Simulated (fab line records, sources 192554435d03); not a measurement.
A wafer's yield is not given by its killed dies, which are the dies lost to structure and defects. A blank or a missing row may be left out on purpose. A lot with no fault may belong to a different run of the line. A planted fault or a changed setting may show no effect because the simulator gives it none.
The tool behind it: which one? | flow n5-finfet | 11 lots with 31 wafers sampled at 5 steps, on a route of 1938 steps

WHAT THE GAUGES READ, wafer by wafer
The record holds no reading of a measuring or inspecting step that can be judged against a usual standard deviation.

EACH LOT AND THE TOOL THAT RAN IT (in order: tool; ch and the chambers of the sampled wafers; start)
lot  | N5_BEOL_M14_SPUTTER_44       | N5_MIM_TOP_ETCH_PECVD_03        | N5_PASSIVATION_STRIP_14            | N5_PASSIVATION_ETCH_59            | N5_PASSIVATION_PROBE_49
L630 | pvd-sputter-01, day 11 00:51 | pecvd-02 ch 0,2, day 11 21:18   | rie-diel-05 ch 0,1,2, day 11 23:47 | rie-metal-01 ch 0,1, day 12 01:39 | -
L631 | pvd-sputter-03, day 11 13:03 | pecvd-01 ch 0, day 11 22:34     | rie-diel-05 ch 2,3, day 12 01:14   | rie-metal-03 ch 0,1, day 12 04:34 | -
L632 | pvd-sputter-01, day 11 16:35 | pecvd-03 ch 0,1, day 12 01:35   | rie-diel-05 ch 0,1,3, day 12 04:57 | rie-metal-01 ch 0,1, day 12 07:14 | -
L642 | pvd-sputter-01, day 14 12:07 | pecvd-03 ch 0,2, day 15 01:35   | rie-diel-05 ch 0,2,3, day 15 04:25 | rie-metal-03 ch 0,1, day 15 06:23 | prober-02, day 15 11:20
L643 | pvd-sputter-03, day 14 17:59 | pecvd-03 ch 2, day 15 06:20     | rie-diel-01 ch 1,2, day 15 10:26   | rie-metal-01 ch 0,1, day 15 13:56 | -
L641 | pvd-sputter-01, day 14 18:16 | pecvd-01 ch 0,1,2, day 15 06:22 | rie-diel-01 ch 0,1, day 15 11:25   | rie-metal-02 ch 0,1, day 15 14:01 | prober-01, day 15 18:41
L644 | pvd-sputter-02, day 15 01:02 | pecvd-03 ch 0,1, day 15 10:26   | rie-diel-01 ch 0,1,3, day 15 14:56 | rie-metal-01 ch 0,1, day 15 17:50 | -
L646 | pvd-sputter-03, day 15 12:17 | pecvd-02 ch 0,1,2, day 16 08:56 | rie-diel-02 ch 0,2,3, day 16 16:00 | rie-metal-01 ch 0,1, day 16 17:37 | -
L645 | pvd-sputter-03, day 15 20:02 | pecvd-03 ch 1,2, day 16 15:50   | rie-diel-01 ch 1,2, day 16 19:13   | rie-metal-02 ch 1, day 16 21:11   | -
L650 | pvd-sputter-03, day 16 23:17 | pecvd-01 ch 0,2, day 17 11:20   | rie-diel-02 ch 0,2, day 17 14:27   | rie-metal-02 ch 0,1, day 17 16:11 | -
L652 | pvd-sputter-03, day 17 10:31 | pecvd-03 ch 0,1,2, day 18 03:56 | rie-diel-01 ch 0,2, day 18 07:28   | rie-metal-01 ch 0,1, day 18 09:10 | -
- N5_BEOL_M14_SPUTTER_44: material Ta, target thk 15 nm, time 24.19 s.
- N5_MIM_TOP_ETCH_PECVD_03: deposits SiNx from SiH4/NH3/N2, target thk 20 nm, time 17.6 s.
- N5_PASSIVATION_STRIP_14: strips in O2.
- N5_PASSIVATION_ETCH_59: etches TaN in Cl2/BCl3, target depth 65 nm, time 34.9 s.
- N5_PASSIVATION_PROBE_49

WHAT THE TOOLS THEMSELVES READ (means of the sampled wafers that have a number; where no wafer has one, the mark that the record gives instead)
N5_BEOL_M14_SPUTTER_44. Usual: susceptor-temp-C 50.00 C, standard deviation 0.12; throttle-valve-pct 30.1 %, standard deviation 0.65.
lot  | tool           | susceptor-temp-C (C) | throttle-valve-pct (%) | flag
L630 | pvd-sputter-01 | 50.02                | 29.9                   |
L631 | pvd-sputter-03 | 50.12                | 30.0                   |
L632 | pvd-sputter-01 | 49.99                | 30.0                   |
L642 | pvd-sputter-01 | 50.03                | 30.1                   |
L643 | pvd-sputter-03 | 49.91                | 30.5                   |
L641 | pvd-sputter-01 | 50.09                | 30.1                   |
L644 | pvd-sputter-02 | 50.03                | 29.9                   |
L646 | pvd-sputter-03 | 49.93                | 30.4                   |
L645 | pvd-sputter-03 | 49.87                | 30.6                   |
L650 | pvd-sputter-03 | 49.91                | 30.5                   |
L652 | pvd-sputter-03 | 49.94                | 30.1                   |

N5_MIM_TOP_ETCH_PECVD_03. Usual: heater-power-w 769 W, standard deviation 91; showerhead-plenum-p-Torr 5.11 Torr, standard deviation 0.069; susceptor-temp-C 400.03 C, standard deviation 0.22; throttle-valve-pct 40.6 %, standard deviation 2.1.
lot  | tool     | heater-power-w (W) | showerhead-plenum-p-Torr (Torr) | susceptor-temp-C (C) | throttle-valve-pct (%) | flag
L630 | pecvd-02 | 650                | 5.08                            | 400.01               | 39.0                   |
L631 | pecvd-01 | 737                | 5.13                            | 399.87               | 43.0                   |
L632 | pecvd-03 | 811                | 5.20                            | 400.13               | 41.6                   |
L642 | pecvd-03 | 801                | 5.11                            | 399.99               | 40.6                   |
L643 | pecvd-03 | 876                | 5.14                            | 400.23               | 37.5                   |
L641 | pecvd-01 | 652                | 5.10                            | 399.97               | 41.2                   |
L644 | pecvd-03 | 847                | 5.14                            | 399.98               | 41.8                   |
L646 | pecvd-02 | 786                | 5.06                            | 399.97               | 40.6                   |
L645 | pecvd-03 | 796                | 5.21                            | 400.12               | 40.3                   |
L650 | pecvd-01 | 694                | 5.10                            | 399.97               | 41.5                   |
L652 | pecvd-03 | 827                | 5.17                            | 399.84               | 40.5                   |

N5_PASSIVATION_STRIP_14. Usual: drypump-motor-current-A 5.8 A, standard deviation 0.42; oes-product-au 0.76 a.u., standard deviation 0.088; rf-vpp-V 3.6 V, standard deviation 0.99; showerhead-plenum-p-Torr 2.10 Torr, standard deviation 0.076; throttle-valve-pct 16.77 %, standard deviation 0.24.
lot  | tool        | drypump-motor-current-A (A) | oes-product-au (a.u.) | rf-vpp-V (V) | showerhead-plenum-p-Torr (Torr) | throttle-valve-pct (%) | flag
L630 | rie-diel-05 | 5.7                         | 0.75                  | 3.2          | 2.11                            | 16.84                  |
L631 | rie-diel-05 | 5.6                         | 0.70                  | 4.7          | 2.16                            | 16.78                  |
L632 | rie-diel-05 | 5.7                         | 0.73                  | 4.7          | 2.12                            | 16.88                  |
L642 | rie-diel-05 | 5.7                         | 0.88                  | 3.7          | 2.16                            | 16.47                  |
L643 | rie-diel-01 | 6.2                         | 0.76                  | 4.3          | 2.12                            | 16.73                  |
L641 | rie-diel-01 | 6.2                         | 0.78                  | 3.8          | 2.05                            | 16.91                  |
L644 | rie-diel-01 | 5.8                         | 0.75                  | 2.6          | 2.04                            | 16.83                  |
L646 | rie-diel-02 | 5.5                         | 0.79                  | 3.2          | 2.12                            | 16.60                  |
L645 | rie-diel-01 | 6.3                         | 0.78                  | 3.9          | 2.12                            | 16.68                  |
L650 | rie-diel-02 | 5.2                         | 0.69                  | 4.3          | 2.06                            | 16.67                  |
L652 | rie-diel-01 | 6.0                         | 0.81                  | 3.2          | 2.05                            | 16.88                  |

N5_PASSIVATION_ETCH_59. Usual: bcl3-flow-sccm 30.00 sccm, standard deviation 0.088; drypump-motor-current-A 5.9 A, standard deviation 0.32; mfc-cl2-sccm 60.00 sccm, standard deviation 0.22; oes-product-au 0.82 a.u., standard deviation 0.07; throttle-valve-pct 21.06 %, standard deviation 0.27.
lot  | tool         | bcl3-flow-sccm (sccm) | drypump-motor-current-A (A) | mfc-cl2-sccm (sccm) | oes-product-au (a.u.) | throttle-valve-pct (%) | flag
L630 | rie-metal-01 | 29.90                 | 5.8                         | 59.92               | 0.87                  | 20.89                  |
L631 | rie-metal-03 | 30.07                 | 5.6                         | 59.97               | 0.83                  | 21.03                  |
L632 | rie-metal-01 | 30.06                 | 5.8                         | 60.07               | 0.87                  | 20.90                  |
L642 | rie-metal-03 | 29.92                 | 5.6                         | 59.99               | 0.77                  | 21.10                  |
L643 | rie-metal-01 | 29.98                 | 5.9                         | 59.95               | 0.83                  | 21.04                  |
L641 | rie-metal-02 | 30.00                 | 6.4                         | 60.16               | 0.74                  | 21.15                  |
L644 | rie-metal-01 | 29.95                 | 5.9                         | 60.32               | 0.83                  | 21.13                  |
L646 | rie-metal-01 | 30.02                 | 5.8                         | 59.84               | 0.83                  | 20.92                  |
L645 | rie-metal-02 | 30.09                 | 6.5                         | 59.73               | 0.70                  | 21.09                  |
L650 | rie-metal-02 | 30.02                 | 6.4                         | 59.96               | 0.76                  | 21.22                  |
L652 | rie-metal-01 | 29.98                 | 6.0                         | 60.06               | 0.81                  | 21.13                  |

N5_PASSIVATION_PROBE_49. Usual: defect-limited-yield 91.0 %, standard deviation 1.3; killed_at_M0_to_M3 36, standard deviation 9.5; killed_at_M4_up 14, standard deviation 5.6; killed-at-contacts 12, standard deviation 6.4; killed-at-front-end 40, standard deviation 10; killed-at-other 3.2, standard deviation 3; killed-dies 107, standard deviation 15; killed-open 69, standard deviation 12; killed-short 35, standard deviation 7.7; sort_bin_5_function 5.3 %, standard deviation 0.91; sort_bin_6_memory 3.3 %, standard deviation 0.65; sort_bin_8_speed 0.00 %, standard deviation 0.012; sort-n-pass 1073, standard deviation 15; sort-yield-pct 91.0 %, standard deviation 1.3.
lot  | tool      | defect-limited-yield (%) | killed_at_M0_to_M3 | killed_at_M4_up | killed-at-contacts | killed-at-front-end | killed-at-other | killed-dies | killed-open | killed-short | sort_bin_5_function (%) | sort_bin_6_memory (%) | sort_bin_8_speed (%) | sort-n-pass | sort-yield-pct (%) | flag
L642 | prober-02 | 81.4                     | 23                 | 150             | 8                  | 34                  | 4.3             | 219         | 42          | 31           | 11.1                    | 3.9                   | 0.00                 | 961         | 81.4               | OFF
L641 | prober-01 | 80.2                     | 27                 | 149             | 11                 | 43                  | 3.3             | 233         | 55          | 35           | 11.9                    | 4.5                   | 0.00                 | 947         | 80.2               | OFF

THE ANSWER, worked out from the rows above alone
Rule: a lot counts as off when the mean over its wafers that have a number is more than 3 standard deviations away from the usual mean. Also off: a lot with no number at a reading for which 4 or more lots have one. All remaining lots with rows at the step are treated as sound. After the gauges, taken in route order, come the tools' own readings; for these a lot's mean is taken, as printed above. The first step at which some lot is off is used, and at that step the reading that is off furthest; a lot without a number counts as furthest.
Off: L642, L641, at N5_PASSIVATION_PROBE_49 (killed_at_M4_up). Neither off nor sound, because the step has no rows for them: L630, L631, L632, L643, L644, L646, L645, L650, L652.
A tool fits if, at that step or a process step before it, it ran every lot that is off, and no sound lot after the first of them. One fits: N5_BEOL_M14_SPUTTER_44 on pvd-sputter-01. It ran no sound lot before its first lot that is off in this sample, so the start can't be narrowed down.

WHAT THE SIMULATOR HAD PUT IN
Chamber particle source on pvd-sputter-01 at N5_BEOL_M14_SPUTTER_44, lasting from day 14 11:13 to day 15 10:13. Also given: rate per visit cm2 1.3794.
Shown lots that were struck: L642, L641. The rule above found the same.
